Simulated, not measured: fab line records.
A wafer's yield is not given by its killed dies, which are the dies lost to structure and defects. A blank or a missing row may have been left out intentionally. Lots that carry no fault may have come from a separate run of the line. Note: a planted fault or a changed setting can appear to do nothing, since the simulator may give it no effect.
Which tool was responsible? + flow n5 finfet + 9 lots with 27 wafers sampled at 5 steps, on a route of 1938 steps

== WHAT THE GAUGES READ, wafer by wafer ==
N5_BEOL_M4_RC_MEAS_101. Usual: DIBL_N 36.3 mV/V, standard deviation 1.2; DIBL_P 36.1 mV/V, standard deviation 1.6; IOFF_N 0.161 nA/um, standard deviation 0.023; IOFF_P 0.209 nA/um, standard deviation 0.027; ION_N 676 uA/um, standard deviation 8.9; ION_P 462 uA/um, standard deviation 5.3; SS_N 71.5 mV/dec, standard deviation 0.51; SS_P 73.2 mV/dec, standard deviation 0.5; VT_N 249.1 mV, standard deviation 2.5; VT_P -249.9 mV, standard deviation 2.8.
| lot  | measured     | on        | DIBL_N (mV/V)  | DIBL_P (mV/V)  | IOFF_N (nA/um)    | IOFF_P (nA/um)    | ION_N (uA/um) | ION_P (uA/um) | SS_N (mV/dec)  | SS_P (mV/dec)  | VT_N (mV)         | VT_P (mV)            | flag |
|------|--------------|-----------|----------------|----------------|-------------------|-------------------|---------------|---------------|----------------|----------------|-------------------|----------------------|------|
| L478 | day 8 12:03  | prober-01 | 36.8 37.7 36.8 | 35.5 35.8 34.7 | 0.161 0.174 0.162 | 0.221 0.220 0.213 | 675 674 664   | 463 466 460   | 71.3 71.2 71.5 | 73.0 73.1 73.5 | 250.1 250.3 248.5 | -248.8 -249.0 -247.3 |      |
| L483 | day 9 19:53  | prober-01 | 34.3 35.1 35.0 | 34.7 35.5 35.4 | 0.129 0.140 0.140 | 0.158 0.175 0.171 | 664 679 663   | 450 461 454   | 71.2 71.3 71.4 | 73.6 73.3 73.3 | 252.9 248.6 249.8 | -256.2 -252.5 -253.8 |      |
| L484 | day 9 14:19  | prober-02 | 36.9 37.7 36.9 | 34.3 35.4 34.6 | 0.153 0.170 0.166 | 0.203 0.221 0.202 | 670 667 674   | 467 462 459   | 71.5 71.7 71.5 | 73.2 72.8 72.8 | 249.4 247.7 250.3 | -248.5 -248.0 -252.3 |      |
| L485 | day 9 20:49  | prober-01 | 33.8 35.2 34.6 | 34.7 36.6 35.9 | 0.146 0.172 0.155 | 0.179 0.209 0.190 | 678 687 675   | 463 463 458   | 72.2 71.7 71.3 | 72.4 73.4 72.8 | 247.6 244.4 248.9 | -253.7 -249.4 -251.1 |      |
| L487 | day 10 12:09 | prober-02 | 36.7 36.9 37.4 | 38.7 38.6 39.4 | 0.170 0.179 0.188 | 0.229 0.226 0.234 | 685 669 687   | 459 464 466   | 72.1 71.8 71.5 | 74.3 73.7 73.6 | 249.1 248.4 246.8 | -248.1 -250.7 -248.6 |      |
| L495 | day 12 14:46 | prober-01 | 36.1 35.7 36.0 | 35.0 34.4 35.0 | 0.166 0.149 0.155 | 0.211 0.200 0.201 | 678 675 680   | 459 460 468   | 71.1 71.5 71.2 | 72.2 72.8 72.9 | 248.8 249.9 250.0 | -248.8 -248.3 -248.5 |      |
| L497 | day 12 20:45 | prober-02 | 34.3 35.8 36.0 | 35.7 36.9 37.6 | 0.117 0.135 0.138 | 0.192 0.214 0.222 | 663 666 673   | 461 463 467   | 71.9 71.0 71.6 | 72.9 73.7 73.1 | 254.1 254.6 254.9 | -252.3 -249.9 -250.0 |      |
| L498 | day 13 06:17 | prober-01 | 35.6 36.1 36.0 | 36.5 37.8 37.2 | 0.161 0.182 0.166 | 0.215 0.238 0.222 | 666 681 677   | 461 461 462   | 71.9 71.8 72.7 | 73.0 73.9 73.7 | 249.0 246.7 248.1 | -250.2 -247.1 -251.9 |      |
| L499 | day 13 22:22 | prober-01 | 37.1 36.0 35.0 | 36.4 35.6 34.3 | 0.166 0.143 0.132 | 0.217 0.202 0.178 | 679 674 662   | 465 463 457   | 71.8 71.9 71.6 | 73.3 73.1 73.4 | 250.1 250.6 251.1 | -246.2 -248.4 -248.6 |      |

== WHAT TOOL EACH LOT RAN ON (gives the tool, then ch and the chambers of the sampled wafers, and finally the start) ==
| lot  | N5_GATE_CUT_ETCH_28               | N5_GATE_CUT_CMP_23            | N5_GATE_CUT_CMP_43            | N5_GATE_CUT_CMP_61            |
|------|-----------------------------------|-------------------------------|-------------------------------|-------------------------------|
| L478 | rie diel-06 ch 0,2,3, day 5 01:02 | cmp-02 ch 0,1,2, day 5 03:20  | cmp-01 ch 1,2, day 5 03:40    | cmp-01 ch 1,2, day 5 04:08    |
| L483 | rie diel-03 ch 1,2,3, day 6 13:08 | cmp-04 ch 0,1,3, day 6 15:36  | cmp-04 ch 0,1,2, day 6 15:55  | cmp-04 ch 0,1,2, day 6 16:24  |
| L484 | rie diel-06 ch 1,2, day 6 15:55   | cmp-02 ch 0,1,2, day 6 18:17  | cmp-01 ch 0,1, day 6 18:37    | cmp-01 ch 0,1, day 6 19:02    |
| L485 | rie diel-02 ch 0,1, day 6 18:38   | cmp-02 ch 0,1,3, day 6 21:26  | cmp-04 ch 2,3, day 6 21:41    | cmp-04 ch 2,3, day 6 22:10    |
| L487 | rie diel-06 ch 1,3, day 7 06:58   | cmp-02 ch 0,1, day 7 09:34    | cmp-02 ch 0,2, day 7 09:59    | cmp-02 ch 0,2, day 7 10:25    |
| L495 | rie diel-06 ch 2,3, day 9 09:08   | cmp-01 ch 0,1, day 9 11:28    | cmp-02 ch 0,1, day 9 11:45    | cmp-02 ch 0,1, day 9 12:14    |
| L497 | rie diel-02 ch 1,2,3, day 9 19:04 | cmp-02 ch 2,3, day 9 21:22    | cmp-04 ch 1,3, day 9 21:46    | cmp-04 ch 1,3, day 9 22:12    |
| L498 | rie diel-06 ch 1,2, day 10 03:46  | cmp-01 ch 0,1, day 10 06:03   | cmp-02 ch 0,2, day 10 06:22   | cmp-02 ch 0,2, day 10 06:51   |
| L499 | rie diel-02 ch 1,3, day 10 11:08  | cmp-04 ch 0,2,3, day 10 13:30 | cmp-04 ch 0,2,3, day 10 13:58 | cmp-04 ch 0,2,3, day 10 14:27 |
- N5_GATE_CUT_ETCH_28: etches underlayer in N2/H2, target depth 13 nm, time 10.4 s.
- N5_GATE_CUT_CMP_23: polishes, stops on SiO2, t overpolish 23.4 s, target thk 16 nm.
- N5_GATE_CUT_CMP_43: polishes SiO2.
- N5_GATE_CUT_CMP_61: polishes, stops on SiNx, t overpolish 3 s.

== AS READ BY THE TOOLS THEMSELVES (means over the sampled wafers that have a number; for cases with no such wafer, the mark the record gives instead) ==
N5_GATE_CUT_ETCH_28. Usual: drypump motor current A 5.8 A, standard deviation 0.42; etch rf on time s 10.44 s, standard deviation 0.18; oes product au 0.69 a.u., standard deviation 0.081; rf vpp V 524.9 V, standard deviation 2.7; showerhead plenum p Torr 2.58 Torr, standard deviation 0.089; throttle valve pct 17.84 %, standard deviation 0.27.
| lot  | tool        | drypump motor current A (A) | etch rf on time s (s) | oes product au (a.u.) | rf vpp V (V) | showerhead plenum p Torr (Torr) | throttle valve pct (%) | flag |
|------|-------------|-----------------------------|-----------------------|-----------------------|--------------|---------------------------------|------------------------|------|
| L478 | rie diel-06 | 5.7                         | 10.49                 | 0.70                  | 526.0        | 2.60                            | 17.78                  |      |
| L483 | rie diel-03 | 5.5                         | 10.52                 | 0.63                  | 523.0        | 2.54                            | 18.14                  |      |
| L484 | rie diel-06 | 5.8                         | 10.18                 | 0.81                  | 525.0        | 2.59                            | 17.54                  |      |
| L485 | rie diel-02 | 6.1                         | 10.31                 | 0.68                  | 526.8        | 2.67                            | 17.48                  |      |
| L487 | rie diel-06 | 5.9                         | 10.27                 | 0.75                  | 527.0        | 2.65                            | 17.60                  |      |
| L495 | rie diel-06 | 5.6                         | 10.44                 | 0.72                  | 527.0        | 2.65                            | 17.71                  |      |
| L497 | rie diel-02 | 6.0                         | 10.37                 | 0.69                  | 525.2        | 2.59                            | 17.81                  |      |
| L498 | rie diel-06 | 5.5                         | 10.39                 | 0.75                  | 525.5        | 2.58                            | 17.67                  |      |
| L499 | rie diel-02 | 6.0                         | 10.27                 | 0.68                  | 527.2        | 2.67                            | 17.58                  |      |

N5_GATE_CUT_CMP_23. Usual: head pressure psi 2.501 psi, standard deviation 0.0064; motor current A 9.3 A, standard deviation 1; overpolish run s 23.400 s, standard deviation 0.0083; time to endpoint s 20.2 s, standard deviation 2.
| lot  | tool   | head pressure psi (psi) | motor current A (A) | overpolish run s (s) | time to endpoint s (s) | flag |
|------|--------|-------------------------|---------------------|----------------------|------------------------|------|
| L478 | cmp-02 | 2.500                   | 9.2                 | 23.391               | 19.9                   |      |
| L483 | cmp-04 | 2.501                   | 8.8                 | 23.400               | 22.0                   |      |
| L484 | cmp-02 | 2.401                   | 9.0                 | 23.400               | 21.1                   | OFF  |
| L485 | cmp-02 | 2.401                   | 9.1                 | 23.399               | 22.4                   | OFF  |
| L487 | cmp-02 | 2.396                   | 9.1                 | 23.403               | 20.5                   | OFF  |
| L495 | cmp-01 | 2.504                   | 10.7                | 23.408               | 22.3                   |      |
| L497 | cmp-02 | 2.500                   | 9.0                 | 23.397               | 22.8                   |      |
| L498 | cmp-01 | 2.502                   | 11.0                | 23.404               | 18.4                   |      |
| L499 | cmp-04 | 2.499                   | 8.9                 | 23.401               | 18.8                   |      |

N5_GATE_CUT_CMP_43. Usual: 12.5 A for motor current A, sd 1.4.
| lot  | tool   | motor current A (A) | flag |
|------|--------|---------------------|------|
| L478 | cmp-01 | 14.1                |      |
| L483 | cmp-04 | 12.1                |      |
| L484 | cmp-01 | 14.6                |      |
| L485 | cmp-04 | 12.9                |      |
| L487 | cmp-02 | 12.6                |      |
| L495 | cmp-02 | 12.6                |      |
| L497 | cmp-04 | 12.7                |      |
| L498 | cmp-02 | 11.3                |      |
| L499 | cmp-04 | 11.9                |      |

N5_GATE_CUT_CMP_61. Usual: head pressure psi 4.000 psi, standard deviation 0.0087; motor current A 12.3 A, standard deviation 1.5.
| lot  | tool   | head pressure psi (psi) | motor current A (A) | flag |
|------|--------|-------------------------|---------------------|------|
| L478 | cmp-01 | 3.991                   | 14.3                |      |
| L483 | cmp-04 | 3.999                   | 11.4                |      |
| L484 | cmp-01 | 3.995                   | 14.0                |      |
| L485 | cmp-04 | 4.000                   | 13.1                |      |
| L487 | cmp-02 | 4.002                   | 12.5                |      |
| L495 | cmp-02 | 4.011                   | 12.6                |      |
| L497 | cmp-04 | 4.000                   | 12.3                |      |
| L498 | cmp-02 | 3.993                   | 11.9                |      |
| L499 | cmp-04 | 3.995                   | 11.7                |      |

== THE ANSWER, worked out from the rows above alone ==
Rule: lot off if the mean of its wafers having a number is beyond 3 standard deviations from the usual mean. A lot without any number at a reading at which 4 lots or more have one is off too. All remaining lots with rows at the step are treated as sound. First the gauges in route order, then the tools' own readings, where a lot's mean is used as printed above. The first step at which some lot is off is used, and at that step the reading that is off furthest; a lot without a number counts as furthest.
Off: L484, L485, L487 (N5_GATE_CUT_CMP_23, head pressure psi).
A tool fits if, at that step or a process step before it, it ran every lot that is off, and no sound lot after the first of them. No candidate that was tried fits.

== WHAT THE SIMULATOR HAD INSERTED ==
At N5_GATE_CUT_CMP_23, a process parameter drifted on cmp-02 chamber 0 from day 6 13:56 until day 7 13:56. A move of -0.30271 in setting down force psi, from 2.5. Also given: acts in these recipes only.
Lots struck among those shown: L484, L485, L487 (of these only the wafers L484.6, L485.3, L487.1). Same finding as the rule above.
